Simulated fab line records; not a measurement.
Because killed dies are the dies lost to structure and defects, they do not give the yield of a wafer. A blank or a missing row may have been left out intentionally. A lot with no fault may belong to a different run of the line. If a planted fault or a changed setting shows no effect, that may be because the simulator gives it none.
Which tool did it? || flow n5Finfet || Sampling: 24 lots, 72 wafers, 3 of 1938 route steps

== WHAT THE GAUGES SHOWED, per wafer ==
N5_PMOS_HMC_CHANNEL_EPI_OVL_MEAS_10.
{"lot": "L074", "measured": "day 1 17:49", "on": "overlay-01", "PMOS_HMC_BLK_OVL (nm)": "-1.5 -1.7 -0.5"}
{"lot": "L075", "measured": "day 1 23:34", "on": "overlay-02", "PMOS_HMC_BLK_OVL (nm)": "-0.5 -0.6 0.1"}
{"lot": "L076", "measured": "day 2 05:04", "on": "overlay-01", "PMOS_HMC_BLK_OVL (nm)": "-1.2 -1.8 -1.9"}
{"lot": "L077", "measured": "day 2 12:34", "on": "overlay-01", "PMOS_HMC_BLK_OVL (nm)": "-1.0 -1.3 -2.3"}
{"lot": "L078", "measured": "day 2 17:05", "on": "overlay-01", "PMOS_HMC_BLK_OVL (nm)": "-0.6 -0.4 -1.1"}
{"lot": "L079", "measured": "day 2 23:41", "on": "overlay-01", "PMOS_HMC_BLK_OVL (nm)": "-1.6 -0.7 -1.1"}
{"lot": "L080", "measured": "day 3 05:14", "on": "overlay-01", "PMOS_HMC_BLK_OVL (nm)": "1.0 0.6 0.8"}
{"lot": "L081", "measured": "day 3 11:38", "on": "overlay-01", "PMOS_HMC_BLK_OVL (nm)": "-1.4 0.1 -0.6"}
{"lot": "L082", "measured": "day 3 17:14", "on": "overlay-01", "PMOS_HMC_BLK_OVL (nm)": "-0.6 -1.1 -0.9"}
{"lot": "L083", "measured": "day 3 23:44", "on": "overlay-01", "PMOS_HMC_BLK_OVL (nm)": "-1.1 -0.5 -0.9"}
{"lot": "L084", "measured": "day 4 05:26", "on": "overlay-02", "PMOS_HMC_BLK_OVL (nm)": "-0.1 0.1 -0.9"}
{"lot": "L085", "measured": "day 4 11:05", "on": "overlay-02", "PMOS_HMC_BLK_OVL (nm)": "0.4 1.1 -0.1"}
{"lot": "L086", "measured": "day 4 18:01", "on": "overlay-01", "PMOS_HMC_BLK_OVL (nm)": "-0.7 -0.9 -0.8"}
{"lot": "L087", "measured": "day 4 23:23", "on": "overlay-01", "PMOS_HMC_BLK_OVL (nm)": "-0.7 -1.1 -1.1"}
{"lot": "L088", "measured": "day 5 05:09", "on": "overlay-01", "PMOS_HMC_BLK_OVL (nm)": "-0.6 -1.4 -0.3"}
{"lot": "L089", "measured": "day 5 11:09", "on": "overlay-01", "PMOS_HMC_BLK_OVL (nm)": "0.3 -0.2 0.8"}
{"lot": "L090", "measured": "day 5 17:26", "on": "overlay-01", "PMOS_HMC_BLK_OVL (nm)": "-0.3 0.0 -0.5"}
{"lot": "L091", "measured": "day 5 23:23", "on": "overlay-02", "PMOS_HMC_BLK_OVL (nm)": "0.2 -1.3 -0.1"}
{"lot": "L092", "measured": "day 6 05:59", "on": "overlay-01", "PMOS_HMC_BLK_OVL (nm)": "0.8 -0.7 -0.4"}
{"lot": "L093", "measured": "day 6 11:08", "on": "overlay-01", "PMOS_HMC_BLK_OVL (nm)": "-1.0 -0.7 0.1"}
{"lot": "L094", "measured": "day 6 16:53", "on": "overlay-01", "PMOS_HMC_BLK_OVL (nm)": "-0.7 -0.3 -0.7"}
{"lot": "L095", "measured": "day 6 23:01", "on": "overlay-01", "PMOS_HMC_BLK_OVL (nm)": "1.0 1.4 1.0"}
{"lot": "L096", "measured": "day 7 05:10", "on": "overlay-01", "PMOS_HMC_BLK_OVL (nm)": "-1.0 -1.5 -0.5"}
{"lot": "L097", "measured": "day 7 11:18", "on": "overlay-02", "PMOS_HMC_BLK_OVL (nm)": "0.5 -0.2 0.7"}

N5_FIN_SAQP_THK_MEAS_07.
{"lot": "L074", "measured": "day 1 21:46", "on": "filmMetro-01", "thkNm (nm)": "60.9 60.9 60.9"}
{"lot": "L075", "measured": "day 2 03:17", "on": "filmMetro-02", "thkNm (nm)": "59.1 60.0 61.2"}
{"lot": "L076", "measured": "day 2 09:47", "on": "filmMetro-01", "thkNm (nm)": "58.2 60.2 60.3"}
{"lot": "L077", "measured": "day 2 16:29", "on": "filmMetro-02", "thkNm (nm)": "60.1 58.3 59.1"}
{"lot": "L078", "measured": "day 2 21:31", "on": "filmMetro-01", "thkNm (nm)": "59.8 59.7 60.9"}
{"lot": "L079", "measured": "day 3 04:07", "on": "filmMetro-01", "thkNm (nm)": "60.3 60.8 60.8"}
{"lot": "L080", "measured": "day 3 09:34", "on": "filmMetro-02", "thkNm (nm)": "59.7 60.6 59.8"}
{"lot": "L081", "measured": "day 3 15:18", "on": "filmMetro-02", "thkNm (nm)": "59.5 57.8 60.1"}
{"lot": "L082", "measured": "day 3 22:02", "on": "filmMetro-02", "thkNm (nm)": "59.7 59.9 60.6"}
{"lot": "L083", "measured": "day 4 03:44", "on": "filmMetro-02", "thkNm (nm)": "61.3 59.0 60.6"}
{"lot": "L084", "measured": "day 4 09:25", "on": "filmMetro-01", "thkNm (nm)": "60.0 60.9 60.8"}
{"lot": "L085", "measured": "day 4 18:22", "on": "filmMetro-01", "thkNm (nm)": "59.3 59.1 60.8"}
{"lot": "L086", "measured": "day 4 22:14", "on": "filmMetro-01", "thkNm (nm)": "60.0 59.4 60.7"}
{"lot": "L087", "measured": "day 5 03:53", "on": "filmMetro-02", "thkNm (nm)": "60.2 60.1 60.3"}
{"lot": "L088", "measured": "day 5 10:55", "on": "filmMetro-02", "thkNm (nm)": "59.4 60.0 59.9"}
{"lot": "L089", "measured": "day 5 14:58", "on": "filmMetro-01", "thkNm (nm)": "59.8 59.7 60.8"}
{"lot": "L090", "measured": "day 5 21:16", "on": "filmMetro-02", "thkNm (nm)": "59.5 59.5 60.0"}
{"lot": "L091", "measured": "day 6 03:49", "on": "filmMetro-02", "thkNm (nm)": "59.4 60.1 60.1"}
{"lot": "L092", "measured": "day 6 10:02", "on": "filmMetro-01", "thkNm (nm)": "60.5 60.5 60.9"}
{"lot": "L093", "measured": "day 6 15:29", "on": "filmMetro-01", "thkNm (nm)": "59.7 59.5 60.0"}
{"lot": "L094", "measured": "day 6 21:12", "on": "filmMetro-02", "thkNm (nm)": "58.5 59.1 60.6"}
{"lot": "L095", "measured": "day 7 02:43", "on": "filmMetro-02", "thkNm (nm)": "59.5 60.2 59.3"}
{"lot": "L096", "measured": "day 7 08:53", "on": "filmMetro-01", "thkNm (nm)": "59.4 59.8 59.9"}
{"lot": "L097", "measured": "day 7 15:01", "on": "filmMetro-01", "thkNm (nm)": "59.5 58.7 60.3"}

N5_FIN_SAQP_CD_MEAS_27 targets a cd of 20 nm.
{"lot": "L074", "measured": "day 2 00:41", "on": "cdSem-02", "cdNm (nm)": "20.27 20.16 20.48"}
{"lot": "L075", "measured": "day 2 05:54", "on": "cdSem-01", "cdNm (nm)": "20.30 20.79 20.23"}
{"lot": "L076", "measured": "day 2 12:40", "on": "cdSem-03", "cdNm (nm)": "20.35 20.07 20.24"}
{"lot": "L077", "measured": "day 2 19:13", "on": "cdSem-03", "cdNm (nm)": "20.39 20.30 20.34"}
{"lot": "L078", "measured": "day 3 00:11", "on": "cdSem-02", "cdNm (nm)": "20.34 20.35 20.31"}
{"lot": "L079", "measured": "day 3 06:34", "on": "cdSem-03", "cdNm (nm)": "20.44 20.02 20.34"}
{"lot": "L080", "measured": "day 3 13:23", "on": "cdSem-01", "cdNm (nm)": "19.88 20.74 19.80"}
{"lot": "L081", "measured": "day 3 18:01", "on": "cdSem-03", "cdNm (nm)": "20.29 20.43 20.27"}
{"lot": "L082", "measured": "day 4 00:42", "on": "cdSem-02", "cdNm (nm)": "20.60 20.38 20.15"}
{"lot": "L083", "measured": "day 4 07:35", "on": "cdSem-01", "cdNm (nm)": "20.11 20.03 19.89"}
{"lot": "L084", "measured": "day 4 11:53", "on": "cdSem-03", "cdNm (nm)": "20.33 20.02 20.07"}
{"lot": "L085", "measured": "day 4 20:58", "on": "cdSem-02", "cdNm (nm)": "19.94 20.08 20.40"}
{"lot": "L086", "measured": "day 5 01:30", "on": "cdSem-03", "cdNm (nm)": "20.47 20.35 20.22"}
{"lot": "L087", "measured": "day 5 06:29", "on": "cdSem-02", "cdNm (nm)": "20.24 20.35 20.26"}
{"lot": "L088", "measured": "day 5 13:37", "on": "cdSem-02", "cdNm (nm)": "20.54 20.74 20.23"}
{"lot": "L089", "measured": "day 5 17:34", "on": "cdSem-03", "cdNm (nm)": "20.41 20.55 20.20"}
{"lot": "L090", "measured": "day 6 01:24", "on": "cdSem-02", "cdNm (nm)": "19.94 20.31 19.95"}
{"lot": "L091", "measured": "day 6 06:34", "on": "cdSem-02", "cdNm (nm)": "20.31 20.23 20.54"}
{"lot": "L092", "measured": "day 6 12:41", "on": "cdSem-02", "cdNm (nm)": "20.77 20.59 20.31"}
{"lot": "L093", "measured": "day 6 18:05", "on": "cdSem-03", "cdNm (nm)": "20.79 20.72 20.03"}
{"lot": "L094", "measured": "day 6 23:54", "on": "cdSem-02", "cdNm (nm)": "20.46 20.05 20.24"}
{"lot": "L095", "measured": "day 7 05:21", "on": "cdSem-03", "cdNm (nm)": "20.26 20.40 20.48"}
{"lot": "L096", "measured": "day 7 11:34", "on": "cdSem-02", "cdNm (nm)": "19.99 20.35 19.89"}
{"lot": "L097", "measured": "day 7 17:51", "on": "cdSem-01", "cdNm (nm)": "20.54 20.28 20.55"}

== WHICH TOOL RAN EACH LOT (tool, then ch and the chambers of the sampled wafers, then the start) ==
The record holds no process step before these readings.

== WHAT THE TOOLS THEMSELVES READ (means of the sampled wafers that have a number; where no wafer has one, the mark that the record gives instead) ==
The record holds no such reading with a usual standard deviation.

== THE ANSWER, worked out from the rows above alone ==
Rule: usual is defined by the lots themselves. Put in order of their means at a reading, lots are off if they are a third of the lots or fewer, leave a main group of 4 or more, and stand apart from it by a gap of 3 or more times the standard deviation of the main group's means; of several such gaps the widest counts. The tables above print the reading to a certain number of digits; a main group whose means all agree to those digits is not used. Also off: a lot with no number at a reading for which 4 or more lots have one. Where the step has rows for the other lots, those lots are counted as sound. First the gauges in route order, then the tools' own readings, where a lot's mean is used as printed above. The first step at which some lot is off is used, and at that step the reading that is off furthest; a lot without a number counts as furthest.
No lot is off at any reading shown: from this, nothing can be told.

== WHAT THE SIMULATOR PUT IN ==
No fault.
